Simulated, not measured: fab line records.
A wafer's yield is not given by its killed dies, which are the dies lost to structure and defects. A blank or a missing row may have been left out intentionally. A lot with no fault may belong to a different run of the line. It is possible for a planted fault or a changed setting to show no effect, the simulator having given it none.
Which tool is to blame? -- flow n5_finfet -- 11 lots, 31 wafers sampled, at 1 step of a route of 1938

== WHAT THE GAUGES SHOWED, per wafer ==
N5_GATE_CUT_OVL_MEAS_14.
lot,measured,on,GATE_CUT_OVL (nm)
L799,day 5 08:01,overlay-02,-0.5 0.7 -0.5
L800,day 5 13:25,overlay-01,-0.6 -0.2 -0.5
L801,day 5 18:53,overlay-02,0.7 0.6 0.7
L803,day 6 05:43,overlay-02,0.0 -0.4 -0.7
L804,day 6 11:43,overlay-02,0.4 1.0 0.9
L812,day 8 14:44,overlay-01,-1.0 -1.2 -0.1
L815,day 9 06:04,overlay-02,0.5 0.8
L816,day 9 16:20,overlay-01,0.1 -0.2 0.6
L817,day 9 19:14,overlay-02,-0.3 -0.5 -0.5
L818,day 9 22:58,overlay-01,-0.1 -1.6
L819,day 10 07:05,overlay-02,0.7 0.2 0.4

== EACH LOT AND THE TOOL THAT RAN IT (in order: tool; ch and the chambers of the sampled wafers; start) ==
No process step before these readings appears in the record.

== THE ANSWER, worked out from the rows above alone ==
Rule: usual is defined by the lots themselves. Put in order of their means at a reading, lots are off if they are a third of the lots or fewer, leave a main group of 4 or more, and stand apart from it by a gap of 3 or more times the standard deviation of the main group's means; of several such gaps the widest counts. If all means in a main group match to the digits the tables above print for the reading, that group is not used. Also off: a lot with no number at a reading for which 4 or more lots have one. All remaining lots with rows at the step are treated as sound.
No lot is off at any reading shown: from this, nothing can be told.

== WHAT WAS PUT IN BY THE SIMULATOR ==
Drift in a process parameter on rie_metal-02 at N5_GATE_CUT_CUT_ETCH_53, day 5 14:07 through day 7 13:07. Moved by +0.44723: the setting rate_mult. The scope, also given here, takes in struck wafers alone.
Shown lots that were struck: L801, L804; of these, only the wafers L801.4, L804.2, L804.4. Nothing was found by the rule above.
